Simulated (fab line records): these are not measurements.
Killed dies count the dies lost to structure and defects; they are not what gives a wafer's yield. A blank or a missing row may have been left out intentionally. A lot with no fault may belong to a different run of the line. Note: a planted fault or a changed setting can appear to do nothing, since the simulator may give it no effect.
fab line records	flow nand_harc
[record] lots = 24	wafers = 72	last_day = 25
route steps=1159 shown A_SGD_CUT@767 A_SLIT@790 A_CONTACT@881
lots that met no fault: taken from a fault-free run of the same line
start_h: hours from the record's opening day to when the first of the lot's shown wafers began	wait_h: how many hours have passed since the lot's step before this one	" the same as in the row above	L1.1+2: one row covering several wafers at once	- no value, or no start was given	* or withheld: withheld	< > ~ a bound
route shown NAME@n: names a module that has steps shown in the file, with the first one's number in the route	usual: mean/standard deviation taken from wafers without a fault	same: alike in all rows	chamber/n: place in a boat	sites: readings site by site	_std_site: their standard deviation	_edge_site: mean of outer sites minus mean of inner sites	radius_mm: how far each site lies from the wafer's centre	mask NAME#n: copy n	behind: the tool/chamber that last shaped the wafer	hold: what put the lot on hold/how long, in hours/how the hold closed	device: names the non-switching transistor (n, p or np)	end of line: the tests these same wafers got at the end of their route	a step with no rows: only its recipe	killed: at the first sort, the dies lost to defects and structure; wafer yield is something else	map: per-die view of a wafer (x killed, . not killed, _ where there is no die)
set.NAME: the setting as run; set.NAME@STEP: as run at that earlier step	model.NAME: the simulator's own value behind a step, which no gauge read
one table for each step of the route and one row for each wafer, over a sample of lots
services: the hour from which a tool's chamber was out of use, counted from the record's first day as start_h (under 0 if before that day), plus the number of hours and why
[[steps]]
[step NHARC_A_SGD_CUT_STRIP_17]
[recipe] o2_flow_sccm = 500	ar_flow_sccm = 0	bias_w = 0	chemistry = O2
[usual] drypump_motor_current_A = 5.6/0.47	oes_product_au = 1.002/0.0099	rf_vpp_V = 57.8/1	showerhead_plenum_p_Torr = 3.55/0.16	throttle_valve_pct = 17.037/0.0097
lot.wafer	tool	chamber	start_h	wait_h	drypump_motor_current_A	oes_product_au	rf_hours_counter_h	rf_vpp_V	showerhead_plenum_p_Torr	throttle_valve_pct
L074.2	rie_diel-13	3	-	-	5.6	1.005	2	57.4	3.61	17.050
L074.3	"	0	"	"	5.8	1.004	2	58.7	3.73	17.046
L074.5	"	1	"	"	6.0	0.997	-	56.2	3.37	17.040
L076.4	rie_diel-13	0	-	-	5.9	1.008	5	59.2	3.73	17.040
L076.6	"	3	"	"	5.6	1.005	-	57.5	3.61	17.027
L076.5	"	0	"	"	5.8	1.004	-	57.6	3.73	17.052
L075.4	rie_diel-11	0	-	-	4.7	1.003	8	58.1	3.36	17.039
L075.2	"	1	"	"	5.0	0.998	8	60.3	3.75	17.041
L075.3	"	2	"	"	6.2	0.993	8	57.9	3.36	17.030
L077.4	rie_diel-11	3	-	-	5.6	1.006	8	58.3	3.58	17.028
L077.1	"	0	"	"	4.7	0.996	8	57.5	3.36	17.039
L077.6	"	3	"	"	5.6	0.994	-	57.5	3.57	17.038
L078.3	rie_diel-13	0	-	-	5.8	1.018	6	59.2	3.73	17.029
L078.2	"	1	"	"	6.0	1.011	6	57.8	3.36	17.022
L078.6	"	2	"	"	6.1	0.997	-	59.6	3.66	17.034
L079.3	rie_diel-11	2	-	-	6.2	0.999	9	56.6	3.36	17.042
L079.1	"	0	"	"	4.7	0.994	9	56.2	3.36	17.020
L079.6	"	1	"	"	5.0	0.995	-	59.1	3.75	17.042
L081.4	rie_diel-01	2	-	-	5.1	0.990	3	56.3	3.35	17.045
L081.2	"	3	"	"	5.5	0.996	2	59.1	3.72	17.029
L081.5	"	0	"	"	5.9	1.010	-	58.5	3.47	17.044
L082.3	rie_diel-11	3	-	-	5.6	1.007	10	57.2	3.57	17.037
L082.5	"	2	"	"	6.2	0.992	-	58.6	3.36	17.046
L082.6	"	3	"	"	5.6	1.010	-	57.7	3.57	17.046
L080.3	rie_diel-01	2	-	-	5.2	0.986	4	54.3	3.35	17.031
L080.4	"	3	"	"	5.5	0.983	4	59.5	3.72	17.029
L080.2	"	0	"	"	5.9	1.020	3	58.6	3.47	17.034
L085.4	rie_diel-11	1	-	-	5.0	1.013	11	57.1	3.75	17.044
L085.2	"	2	"	"	6.2	0.997	11	58.7	3.35	17.046
L085.3	"	0	"	"	4.7	1.000	11	56.8	3.36	17.041
L083.1	rie_diel-13	2	-	-	6.1	0.994	9	59.1	3.66	17.029
L083.5	"	1	"	"	6.0	1.000	-	55.4	3.36	17.043
L083.6	"	2	"	"	6.1	0.989	-	57.9	3.66	17.043
L084.4	rie_diel-01	3	-	-	5.4	1.001	5	57.7	3.72	17.033
L084.5	"	3	"	"	5.4	0.999	-	58.5	3.72	17.023
L084.6	"	0	"	"	5.9	1.020	-	58.1	3.47	17.045
L087.4	rie_diel-01	3	-	-	5.5	0.994	6	57.9	3.72	17.042
L087.1	"	1	"	"	6.1	1.011	7	57.5	3.73	17.036
L087.5	"	3	"	"	5.5	0.991	-	59.2	3.72	17.025
L086.4	rie_diel-11	0	-	-	4.7	1.021	1	57.3	3.36	17.046
L086.1	"	2	"	"	6.2	1.001	1	57.8	3.35	17.031
L086.2	"	3	"	"	5.6	1.002	1	59.3	3.57	17.044
L088.2	rie_diel-01	0	-	-	5.9	1.022	8	56.5	3.47	17.045
L088.4	"	1	"	"	6.1	1.001	8	58.6	3.73	17.034
L088.3	"	2	"	"	5.2	0.998	8	57.5	3.35	17.032
L089.3	rie_diel-13	2	-	-	6.1	0.987	12	58.8	3.65	17.042
L089.4	"	0	"	"	5.8	0.999	13	58.1	3.72	17.050
L089.5	"	3	"	"	5.6	0.986	-	58.3	3.60	17.036
L091.1	rie_diel-11	0	-	-	4.7	1.028	3	56.9	3.36	17.061
L091.3	"	1	"	"	5.0	0.998	3	57.6	3.75	17.038
L091.4	"	2	"	"	6.2	0.997	-	57.3	3.35	17.032
L090.1	rie_diel-13	2	-	-	6.1	0.982	13	57.4	3.65	17.033
L090.6	"	0	"	"	5.8	0.993	-	58.1	3.72	17.030
L090.5	"	1	"	"	6.0	1.002	-	58.1	3.36	17.021
L092.1	rie_diel-13	0	-	-	5.8	0.998	16	57.2	3.72	17.033
L092.2	"	1	"	"	6.0	1.011	16	57.9	3.36	17.024
L092.5	"	3	"	"	5.6	1.001	-	57.7	3.60	17.041
L093.4	rie_diel-01	1	-	-	6.1	1.003	11	59.3	3.73	17.025
L093.1	"	2	"	"	5.2	0.992	11	57.3	3.34	17.052
L093.6	"	3	"	"	5.5	0.995	-	57.7	3.72	17.032
L094.3	rie_diel-01	1	-	-	6.1	0.986	11	59.4	3.73	17.044
L094.2	"	2	"	"	5.2	0.983	11	56.5	3.35	17.033
L094.4	"	0	"	"	5.9	1.022	10	58.6	3.46	17.042
L095.1	rie_diel-11	2	-	-	6.2	1.002	4	58.3	3.35	17.021
L095.4	"	3	"	"	5.6	1.012	4	56.2	3.57	17.051
L095.2	"	0	"	"	4.7	1.016	4	58.1	3.36	17.026
L097.3	rie_diel-11	0	-	-	4.7	1.024	6	58.4	3.36	17.029
L097.6	"	1	"	"	5.0	1.006	-	57.5	3.75	17.026
L097.5	"	2	"	"	6.2	0.998	-	56.3	3.35	17.030
L096.1	rie_diel-13	2	-	-	6.1	0.997	16	57.8	3.65	17.045
L096.3	"	3	"	"	5.6	1.013	17	57.5	3.60	17.025
L096.4	"	0	"	"	5.8	1.006	18	60.4	3.72	17.038
[step NHARC_A_SLIT_CD_MEAS_09]
[recipe] target_cd_nm = 300	landing_energy_ev = 500
[usual] cd_nm = 300.1/0.49
lot.wafer	tool	chamber	start_h	wait_h	cd_nm
L074.2	cd_sem-01	0	312.35	-	299.9
L074.3	"	0	"	"	300.0
L074.5	"	0	"	"	300.3
L075.2	cd_sem-03	0	332.52	-	299.4
L075.3	"	0	"	"	300.6
L075.4	"	0	"	"	299.5
L077.1	cd_sem-02	0	333.91	-	300.3
L077.4	"	0	"	"	299.9
L077.6	"	0	"	"	300.2
L076.4	cd_sem-02	0	334.22	-	299.4
L076.5	"	0	"	"	300.9
L076.6	"	0	"	"	300.0
L078.2	cd_sem-02	0	343.53	-	300.1
L078.3	"	0	"	"	300.0
L078.6	"	0	"	"	300.3
L079.1	cd_sem-02	0	343.72	-	298.9
L079.3	"	0	"	"	299.4
L079.6	"	0	"	"	299.2
L081.2	cd_sem-03	0	357.71	-	300.2
L081.4	"	0	"	"	300.4
L081.5	"	0	"	"	301.2
L082.3	cd_sem-02	0	363.09	-	300.4
L082.5	"	0	"	"	300.6
L082.6	"	0	"	"	300.5
L080.2	cd_sem-02	0	375.76	-	299.4
L080.3	"	0	"	"	300.1
L080.4	"	0	"	"	298.5
L085.2	cd_sem-01	0	376.13	-	300.1
L085.3	"	0	"	"	300.7
L085.4	"	0	"	"	300.2
L083.1	cd_sem-03	0	377.62	-	300.1
L083.5	"	0	"	"	299.9
L083.6	"	0	"	"	300.1
L084.4	cd_sem-02	0	383.90	-	299.8
L084.5	"	0	"	"	300.4
L084.6	"	0	"	"	299.8
L086.1	cd_sem-02	0	393.46	-	300.2
L086.2	"	0	"	"	299.3
L086.4	"	0	"	"	300.3
L087.1	cd_sem-02	0	393.61	-	300.4
L087.4	"	0	"	"	299.1
L087.5	"	0	"	"	300.3
L088.2	cd_sem-02	0	404.10	-	300.5
L088.3	"	0	"	"	299.8
L088.4	"	0	"	"	300.4
L089.3	cd_sem-01	0	404.44	-	299.9
L089.4	"	0	"	"	299.9
L089.5	"	0	"	"	300.6
L090.1	cd_sem-03	0	423.17	-	299.3
L090.5	"	0	"	"	300.2
L090.6	"	0	"	"	300.3
L091.1	cd_sem-02	0	423.33	-	300.5
L091.3	"	0	"	"	300.1
L091.4	"	0	"	"	300.5
L093.1	cd_sem-03	0	431.63	-	299.7
L093.4	"	0	"	"	300.2
L093.6	"	0	"	"	300.1
L092.1	cd_sem-02	0	432.01	-	300.4
L092.2	"	0	"	"	300.1
L092.5	"	0	"	"	300.0
L094.2	cd_sem-03	0	437.74	-	300.7
L094.3	"	0	"	"	300.5
L094.4	"	0	"	"	299.4
L095.1	cd_sem-03	0	438.74	-	301.3
L095.2	"	0	"	"	300.5
L095.4	"	0	"	"	300.7
L097.3	cd_sem-03	0	452.99	-	301.2
L097.5	"	0	"	"	300.5
L097.6	"	0	"	"	300.5
L096.1	cd_sem-03	0	459.63	-	299.7
L096.3	"	0	"	"	299.5
L096.4	"	0	"	"	300.0
[step NHARC_A_SLIT_INSPECT_11]
[usual] raw_defect_count = 20/10
lot.wafer	tool	chamber	start_h	wait_h	raw_defect_count
L074.2	defect_inspect-01	-	312.47	0.0	4
L074.3	"	-	"	"	10
L074.5	"	-	"	"	7
L075.2	defect_inspect-02	-	332.65	0.0	19
L075.3	"	-	"	"	23
L075.4	"	-	"	"	17
L077.1	defect_inspect-01	-	334.04	0.0	21
L077.4	"	-	"	"	24
L077.6	"	-	"	"	23
L076.4	defect_inspect-01	-	334.33	0.0	13
L076.5	"	-	"	"	7
L076.6	"	-	"	"	14
L078.2	defect_inspect-01	-	343.65	0.0	6
L078.3	"	-	"	"	9
L078.6	"	-	"	"	8
L079.1	defect_inspect-01	-	343.85	0.0	23
L079.3	"	-	"	"	29
L079.6	"	-	"	"	30
L081.2	defect_inspect-02	-	357.84	0.0	40
L081.4	"	-	"	"	28
L081.5	"	-	"	"	30
L082.3	defect_inspect-02	-	363.21	0.0	11
L082.5	"	-	"	"	13
L082.6	"	-	"	"	12
L080.2	defect_inspect-01	-	375.88	0.0	35
L080.3	"	-	"	"	33
L080.4	"	-	"	"	30
L085.2	defect_inspect-01	-	376.26	0.0	30
L085.3	"	-	"	"	35
L085.4	"	-	"	"	22
L083.1	defect_inspect-02	-	377.75	0.0	14
L083.5	"	-	"	"	17
L083.6	"	-	"	"	12
L084.4	defect_inspect-02	-	384.02	0.0	14
L084.5	"	-	"	"	8
L084.6	"	-	"	"	16
L086.1	defect_inspect-02	-	393.58	0.0	26
L086.2	"	-	"	"	42
L086.4	"	-	"	"	37
L087.1	defect_inspect-02	-	393.73	0.0	15
L087.4	"	-	"	"	21
L087.5	"	-	"	"	17
L088.2	defect_inspect-01	-	404.23	0.0	25
L088.3	"	-	"	"	39
L088.4	"	-	"	"	28
L089.3	defect_inspect-01	-	404.56	0.0	13
L089.4	"	-	"	"	19
L089.5	"	-	"	"	17
L090.1	defect_inspect-01	-	423.31	0.0	10
L090.5	"	-	"	"	6
L090.6	"	-	"	"	8
L091.1	defect_inspect-02	-	423.45	0.0	30
L091.3	"	-	"	"	34
L091.4	"	-	"	"	41
L093.1	defect_inspect-01	-	431.76	0.0	17
L093.4	"	-	"	"	5
L093.6	"	-	"	"	13
L092.1	defect_inspect-02	-	432.14	0.0	31
L092.2	"	-	"	"	26
L092.5	"	-	"	"	42
L094.2	defect_inspect-01	-	437.87	0.0	39
L094.3	"	-	"	"	37
L094.4	"	-	"	"	34
L095.1	defect_inspect-01	-	438.87	0.0	23
L095.2	"	-	"	"	10
L095.4	"	-	"	"	21
L097.3	defect_inspect-01	-	453.11	0.0	13
L097.5	"	-	"	"	14
L097.6	"	-	"	"	16
L096.1	defect_inspect-02	-	459.75	0.0	17
L096.3	"	-	"	"	15
L096.4	"	-	"	"	13
[step NHARC_A_SLIT_ETCH_26]
[recipe] bias_v = 400	source_w = 2000	pressure_mtorr = 25	time_s = 90	ar_flow_sccm = 375	c4f8_flow_sccm = 41.7	o2_flow_sccm = 83.3	target_depth_a = 4000	chemistry = C4F8/O2/Ar
[usual] drypump_motor_current_A = 6.0/0.65	esc_clamp_current_uA = 0.0211/0.00045	showerhead_plenum_p_Torr = 3.61/0.077	throttle_valve_pct = 27.619/0.0082
lot.wafer	tool	chamber	start_h	wait_h	drypump_motor_current_A	esc_clamp_current_uA	rf_hours_counter_h	showerhead_plenum_p_Torr	throttle_valve_pct
L074.2	har_etch-02	0	317.99	1.2	6.3	0.0210	164	3.53	27.628
L074.3	"	1	"	"	6.5	0.0209	-	3.73	27.597
L074.5	"	1	"	"	6.5	0.0209	-	3.73	27.614
L075.2	har_etch-01	0	334.99	1.2	4.8	0.0218	5	3.61	27.627
L075.4	"	0	"	"	4.7	0.0218	-	3.61	27.611
L075.3	"	1	"	"	6.1	0.0204	-	3.66	27.618
L077.1	har_etch-02	1	339.03	1.3	6.6	0.0210	179	3.72	27.626
L077.4	"	0	"	"	6.2	0.0209	-	3.53	27.615
L077.6	"	1	"	"	6.5	0.0209	-	3.72	27.624
L076.4	har_etch-02	1	340.77	0.6	6.6	0.0210	-	3.72	27.617
L076.6	"	0	"	"	6.2	0.0210	-	3.52	27.620
L076.5	"	1	"	"	6.6	0.0209	-	3.72	27.618
L078.2	har_etch-01	1	345.94	1.2	6.1	0.0204	11	3.66	27.606
L078.3	"	0	"	"	4.8	0.0218	-	3.60	27.616
L078.6	"	1	"	"	6.1	0.0205	-	3.66	27.626
L079.1	har_etch-02	0	346.19	1.0	6.2	0.0210	182	3.52	27.615
L079.3	"	0	"	"	6.2	0.0211	-	3.52	27.613
L079.6	"	0	"	"	6.2	0.0210	-	3.52	27.615
L081.2	har_etch-01	0	360.19	1.0	4.8	0.0218	16	3.60	27.604
L081.4	"	0	"	"	4.8	0.0219	-	3.60	27.615
L081.5	"	0	"	"	4.8	0.0218	-	3.60	27.607
L082.3	har_etch-02	0	365.59	0.8	6.3	0.0210	-	3.52	27.601
L082.5	"	0	"	"	6.3	0.0210	-	3.52	27.617
L082.6	"	1	"	"	6.5	0.0209	-	3.72	27.626
L080.2	har_etch-02	0	381.00	1.2	6.3	0.0210	192	3.52	27.618
L080.3	"	0	"	"	6.2	0.0210	-	3.52	27.623
L080.4	"	1	"	"	6.6	0.0209	-	3.71	27.625
L085.2	har_etch-01	0	381.48	1.0	4.8	0.0218	25	3.60	27.626
L085.3	"	1	"	"	6.1	0.0205	-	3.65	27.618
L085.4	"	0	"	"	4.7	0.0218	-	3.60	27.633
L083.1	har_etch-02	0	382.71	1.0	6.3	0.0210	194	3.52	27.610
L083.6	"	1	"	"	6.5	0.0210	-	3.71	27.627
L083.5	"	0	"	"	6.2	0.0210	-	3.52	27.627
L084.4	har_etch-02	1	389.38	0.8	6.5	0.0209	-	3.71	27.625
L084.5	"	1	"	"	6.6	0.0209	-	3.71	27.608
L084.6	"	0	"	"	6.2	0.0211	-	3.51	27.612
L086.2	har_etch-02	0	395.92	1.2	6.2	0.0210	201	3.51	27.622
L086.1	"	1	"	"	6.5	0.0209	201	3.71	27.613
L086.4	"	0	"	"	6.2	0.0210	-	3.51	27.619
L087.1	har_etch-01	0	396.35	1.2	4.8	0.0218	35	3.59	27.621
L087.4	"	0	"	"	4.8	0.0218	-	3.59	27.615
L087.5	"	0	"	"	4.8	0.0219	-	3.59	27.618
L088.2	har_etch-02	1	406.66	1.2	6.5	0.0210	206	3.71	27.631
L088.3	"	1	"	"	6.5	0.0210	-	3.71	27.619
L088.4	"	0	"	"	6.2	0.0210	-	3.51	27.620
L089.4	har_etch-01	0	407.26	0.8	4.8	0.0218	-	3.59	27.616
L089.3	"	1	"	"	6.1	0.0205	-	3.64	27.615
L089.5	"	1	"	"	6.1	0.0205	-	3.64	27.606
L090.1	har_etch-01	1	425.62	1.2	6.1	0.0205	46	3.64	27.622
L090.6	"	1	"	"	6.1	0.0205	-	3.64	27.616
L090.5	"	0	"	"	4.8	0.0218	-	3.59	27.617
L091.1	har_etch-02	1	425.76	1.2	6.6	0.0210	215	3.70	27.607
L091.3	"	1	"	"	6.6	0.0210	-	3.70	27.632
L091.4	"	0	"	"	6.2	0.0211	-	3.51	27.611
L093.1	har_etch-01	0	436.74	1.2	4.8	0.0218	51	3.58	27.602
L093.4	"	0	"	"	4.8	0.0219	-	3.58	27.622
L093.6	"	1	"	"	6.1	0.0205	-	3.63	27.639
L092.1	har_etch-02	1	437.85	1.2	6.6	0.0210	221	3.70	27.623
L092.2	"	0	"	"	6.2	0.0210	221	3.50	27.612
L092.5	"	1	"	"	6.5	0.0210	-	3.70	27.613
L094.2	har_etch-02	0	440.20	1.3	6.2	0.0210	222	3.50	27.629
L094.4	"	0	"	"	6.3	0.0210	-	3.50	27.622
L094.3	"	1	"	"	6.5	0.0210	-	3.70	27.619
L095.2	har_etch-02	0	441.91	1.3	6.2	0.0210	224	3.50	27.627
L095.1	"	1	"	"	6.5	0.0210	224	3.70	27.605
L095.4	"	1	"	"	6.5	0.0210	-	3.69	27.615
L097.3	har_etch-01	1	457.52	0.8	6.1	0.0206	-	3.63	27.618
L097.6	"	1	"	"	6.1	0.0204	-	3.63	27.628
L097.5	"	0	"	"	4.8	0.0218	-	3.58	27.620
L096.1	har_etch-01	0	462.05	1.2	4.8	0.0218	62	3.58	27.626
L096.4	"	0	"	"	4.8	0.0219	-	3.58	27.623
L096.3	"	1	"	"	6.1	0.0206	-	3.63	27.626
[step NHARC_A_CONTACT_ETCH_102]
[recipe] target_depth_a = 700	overetch_a = 70	time_s = 38.5	ion_energy_ev = 100	cf4_flow_sccm = 80	o2_flow_sccm = 20	ar_flow_sccm = 0	rf_w = 300	bias_w = 100	chemistry = CF4/O2
[usual] drypump_motor_current_A = 5.7/0.52	oes_f_703_au = 1.000/0.0047	oes_product_au = 0.999/0.01	rf_vpp_V = 197.5/1.3	showerhead_plenum_p_Torr = 1.32/0.056	throttle_valve_pct = 13.398/0.0092
lot.wafer	tool	chamber	start_h	wait_h	drypump_motor_current_A	oes_f_703_au	oes_product_au	rf_hours_counter_h	rf_vpp_V	showerhead_plenum_p_Torr	throttle_valve_pct
L074.3	rie_diel-05	3	366.54	0.1	5.0	1.004	1.008	5	198.4	1.38	13.407
L074.2	"	0	"	"	5.3	0.995	0.995	7	197.6	1.42	13.392
L074.5	"	2	"	"	6.3	0.994	1.002	-	198.7	1.43	13.383
L075.3	rie_diel-08	0	379.88	0.1	5.6	0.997	1.020	16	196.9	1.34	13.391
L075.4	"	1	"	"	6.6	0.998	1.002	17	195.3	1.29	13.389
L075.2	"	2	"	"	6.0	1.001	1.003	15	197.8	1.32	13.390
L077.1	rie_diel-07	1	383.52	0.1	6.1	1.000	1.005	50	195.4	1.25	13.410
L077.4	"	2	"	"	4.8	0.999	0.997	60	197.1	1.32	13.395
L077.6	"	1	"	"	6.1	1.005	1.004	-	197.0	1.25	13.396
L076.4	rie_diel-08	1	383.87	0.1	6.6	0.998	1.006	17	195.7	1.29	13.369
L076.6	"	0	"	"	5.5	1.002	1.021	-	197.2	1.34	13.403
L076.5	"	1	"	"	6.6	0.997	1.000	-	195.3	1.29	13.378
L078.2	rie_diel-07	2	393.80	0.0	4.8	0.994	1.006	65	198.5	1.32	13.402
L078.3	"	3	"	"	5.6	1.010	1.020	60	200.3	1.43	13.381
L078.6	"	3	"	"	5.7	1.010	1.010	-	198.6	1.43	13.398
L079.3	rie_diel-08	1	400.00	0.1	6.6	0.993	1.005	20	196.3	1.29	13.399
L079.1	"	2	"	"	6.0	0.997	1.003	18	197.6	1.32	13.410
L079.6	"	0	"	"	5.5	0.997	1.027	-	198.5	1.34	13.405
L081.4	rie_diel-05	0	410.99	0.6	5.2	1.008	0.996	23	199.5	1.41	13.411
L081.2	"	1	"	"	6.1	0.996	1.005	23	198.4	1.33	13.397
L081.5	"	2	"	"	6.3	1.015	1.004	-	197.7	1.43	13.392
L082.3	rie_diel-08	2	412.88	0.1	6.0	1.006	0.999	22	197.5	1.32	13.393
L082.6	"	3	"	"	5.2	0.997	0.985	-	197.3	1.26	13.389
L082.5	"	0	"	"	5.6	1.003	1.017	-	197.9	1.34	13.388
L085.3	rie_diel-05	1	424.50	0.1	6.1	0.998	1.011	27	198.1	1.33	13.409
L085.2	"	3	"	"	5.0	0.997	1.022	28	199.4	1.37	13.394
L085.4	"	0	"	"	5.3	0.999	0.994	27	199.1	1.41	13.407
L083.1	rie_diel-07	1	424.53	0.1	6.1	1.000	0.985	4	194.8	1.24	13.399
L083.5	"	1	"	"	6.1	1.006	0.991	-	194.6	1.25	13.396
L083.6	"	2	"	"	4.8	0.996	0.983	-	197.8	1.32	13.404
L080.2	rie_diel-07	0	429.35	0.1	5.3	1.007	0.988	4	196.3	1.30	13.403
L080.3	"	1	"	"	6.0	0.999	0.993	5	195.5	1.24	13.388
L080.4	"	3	"	"	5.7	1.002	1.002	6	198.6	1.43	13.401
L084.4	rie_diel-08	2	434.00	0.0	6.0	1.006	1.003	26	196.9	1.32	13.409
L084.6	"	2	"	"	6.0	0.999	0.998	-	197.1	1.32	13.397
L084.5	"	3	"	"	5.2	1.006	0.991	-	196.1	1.26	13.401
L086.1	rie_diel-08	3	439.49	0.1	5.2	0.990	0.989	27	197.2	1.26	13.393
L086.2	"	1	"	"	6.5	0.996	0.993	29	197.1	1.29	13.403
L086.4	"	2	"	"	6.0	0.999	0.994	27	196.5	1.32	13.398
L087.1	rie_diel-08	2	440.81	0.1	6.1	0.993	1.001	27	198.1	1.32	13.385
L087.4	"	3	"	"	5.2	0.998	0.997	27	197.1	1.26	13.398
L087.5	"	2	"	"	6.0	1.008	1.002	-	196.2	1.32	13.397
L088.3	rie_diel-08	1	452.42	0.1	6.5	1.000	0.989	32	195.7	1.29	13.396
L088.2	"	3	"	"	5.2	0.998	0.997	29	197.9	1.26	13.394
L088.4	"	0	"	"	5.5	1.002	1.013	31	198.0	1.34	13.400
L089.4	rie_diel-07	3	453.02	0.1	5.6	1.000	0.984	16	199.8	1.43	13.386
L089.3	"	1	"	"	6.1	0.992	0.985	15	195.7	1.24	13.406
L089.5	"	2	"	"	4.9	1.001	0.990	-	197.7	1.32	13.406
L090.1	rie_diel-08	3	469.88	0.1	5.2	0.999	1.003	31	196.3	1.26	13.398
L090.6	"	2	"	"	6.0	1.008	1.003	-	199.1	1.32	13.396
L090.5	"	0	"	"	5.6	1.000	1.010	-	196.9	1.34	13.412
L091.1	rie_diel-08	3	471.03	0.1	5.2	0.998	0.993	31	197.3	1.26	13.397
L091.3	"	0	"	"	5.6	0.999	1.012	34	199.2	1.34	13.401
L091.4	"	0	"	"	5.6	0.998	1.003	-	197.6	1.34	13.402
L093.1	rie_diel-07	2	479.52	0.1	4.9	1.000	0.998	24	198.6	1.32	13.383
L093.4	"	3	"	"	5.7	1.001	0.987	25	200.4	1.43	13.391
L093.6	"	1	"	"	6.0	1.000	0.994	-	196.3	1.24	13.386
L092.1	rie_diel-05	2	479.97	0.0	6.3	1.000	0.997	49	200.3	1.42	13.385
L092.2	"	1	"	"	6.1	1.002	1.006	51	198.1	1.33	13.402
L092.5	"	2	"	"	6.4	0.998	0.999	-	198.8	1.42	13.419
L094.2	rie_diel-07	2	487.10	0.1	4.8	1.006	1.003	26	197.3	1.32	13.398
L094.3	"	3	"	"	5.6	1.011	0.978	27	199.8	1.43	13.373
L094.4	"	0	"	"	5.3	0.992	0.991	25	196.4	1.29	13.397
L095.4	rie_diel-07	2	492.18	0.1	4.9	1.006	1.001	27	198.4	1.32	13.398
L095.1	"	3	"	"	5.7	0.999	0.990	27	200.0	1.43	13.389
L095.2	"	0	"	"	5.3	0.993	0.997	26	198.3	1.30	13.394
L097.3	rie_diel-07	1	506.69	0.1	6.1	0.994	0.990	31	196.1	1.24	13.399
L097.6	"	1	"	"	6.1	1.001	0.996	-	196.8	1.24	13.398
L097.5	"	2	"	"	4.9	1.005	0.990	-	197.7	1.32	13.404
L096.3	rie_diel-08	1	521.87	0.1	6.5	0.988	1.002	5	196.6	1.29	13.406
L096.4	"	3	"	"	5.2	1.005	0.997	7	194.9	1.26	13.393
L096.1	"	0	"	"	5.6	0.993	0.984	6	197.9	1.33	13.400
[step NHARC_A_CONTACT_ETCH_132]
[recipe] source_w = withheld	pressure_mtorr = 20	bias_v = 1200	time_s = 156	target_depth_a = 9580	ar_flow_sccm = withheld	c4f8_flow_sccm = withheld	o2_flow_sccm = withheld	chemistry = C4F8/O2/Ar
lot.wafer	tool	chamber	start_h	wait_h	rf_hours_counter_h
L074.2	har_cap_etch-01	1	374.57	0.1	57
L074.3	"	1	"	"	-
L074.5	"	1	"	"	-
L075.2	har_cap_etch-01	0	386.63	0.1	59
L075.3	"	1	"	"	-
L075.4	"	0	"	"	-
L077.1	har_cap_etch-02	0	389.13	0.1	15
L077.4	"	0	"	"	-
L077.6	"	1	"	"	-
L076.4	har_cap_etch-03	0	389.58	0.1	-
L076.5	"	0	"	"	-
L076.6	"	1	"	"	-
L078.2	har_cap_etch-03	1	400.74	0.1	84
L078.3	"	1	"	"	-
L078.6	"	1	"	"	-
L079.1	har_cap_etch-02	1	406.97	0.1	17
L079.3	"	0	"	"	-
L079.6	"	0	"	"	-
L081.2	har_cap_etch-03	0	417.97	0.1	87
L081.4	"	0	"	"	-
L081.5	"	1	"	"	-
L082.3	har_cap_etch-02	0	419.74	0.1	-
L082.6	"	0	"	"	-
L082.5	"	1	"	"	-
L085.2	har_cap_etch-02	0	430.08	0.1	22
L085.3	"	0	"	"	-
L085.4	"	1	"	"	-
L083.1	har_cap_etch-01	0	430.39	0.1	67
L083.5	"	0	"	"	-
L083.6	"	1	"	"	-
L080.2	har_cap_etch-02	0	436.09	0.1	23
L080.3	"	0	"	"	-
L080.4	"	1	"	"	-
L084.4	har_cap_etch-03	1	440.17	0.1	-
L084.6	"	0	"	"	-
L084.5	"	1	"	"	-
L086.2	har_cap_etch-02	0	445.46	0.2	26
L086.1	"	1	"	"	26
L086.4	"	0	"	"	-
L087.1	har_cap_etch-01	1	446.96	0.2	70
L087.4	"	1	"	"	-
L087.5	"	0	"	"	-
L088.2	har_cap_etch-02	1	458.23	0.1	28
L088.3	"	1	"	"	-
L088.4	"	0	"	"	-
L089.3	har_cap_etch-01	1	459.00	0.1	-
L089.4	"	0	"	"	-
L089.5	"	1	"	"	-
L090.1	har_cap_etch-02	0	475.69	0.1	30
L090.5	"	1	"	"	-
L090.6	"	0	"	"	-
L091.1	har_cap_etch-01	0	476.71	0.1	75
L091.3	"	1	"	"	-
L091.4	"	0	"	"	-
L093.1	har_cap_etch-01	0	486.98	0.1	77
L093.4	"	1	"	"	-
L093.6	"	0	"	"	-
L092.1	har_cap_etch-02	1	488.88	0.1	34
L092.2	"	0	"	"	34
L092.5	"	1	"	"	-
L094.2	har_cap_etch-01	0	494.72	0.1	78
L094.3	"	1	"	"	-
L094.4	"	0	"	"	-
L095.2	har_cap_etch-01	0	499.33	0.1	80
L095.1	"	1	"	"	80
L095.4	"	0	"	"	-
L097.3	har_cap_etch-01	0	513.30	0.1	-
L097.5	"	0	"	"	-
L097.6	"	1	"	"	-
L096.1	har_cap_etch-01	1	528.13	0.1	85
L096.4	"	0	"	"	-
L096.3	"	1	"	"	-
[[services]]
tool	chamber	start_h	hours	kind
rie_diel-07	1	284.16	23.1	repair
rie_diel-08	-	301.80	9.0	pm
har_cap_etch-02	-	305.00	17.0	pm
har_etch-01	-	305.00	17.0	pm
rie_diel-01	-	314.80	9.0	pm
har_cap_etch-01	-	326.96	0.7	repair
har_cap_etch-03	-	329.46	0.4	repair
rie_diel-05	-	340.63	9.0	pm
rie_diel-08	2	342.70	2.0	repair
rie_diel-11	-	366.50	9.0	pm
har_cap_etch-02	-	368.56	0.1	repair
rie_diel-08	3	375.86	2.3	repair
rie_diel-07	3	395.32	2.2	repair
rie_diel-11	-	400.73	0.2	repair
rie_diel-07	-	405.70	9.0	pm
rie_diel-11	1	407.61	1.2	repair
rie_diel-11	3	413.71	2.8	repair
rie_diel-13	2	415.22	14.8	repair
rie_diel-11	0	419.63	6.9	repair
rie_diel-13	-	453.00	9.0	pm
rie_diel-11	3	454.92	3.6	repair
rie_diel-07	-	477.77	0.5	repair
rie_diel-01	-	491.89	9.0	pm
rie_diel-08	0	511.88	5.2	repair
[[key]]
fault none
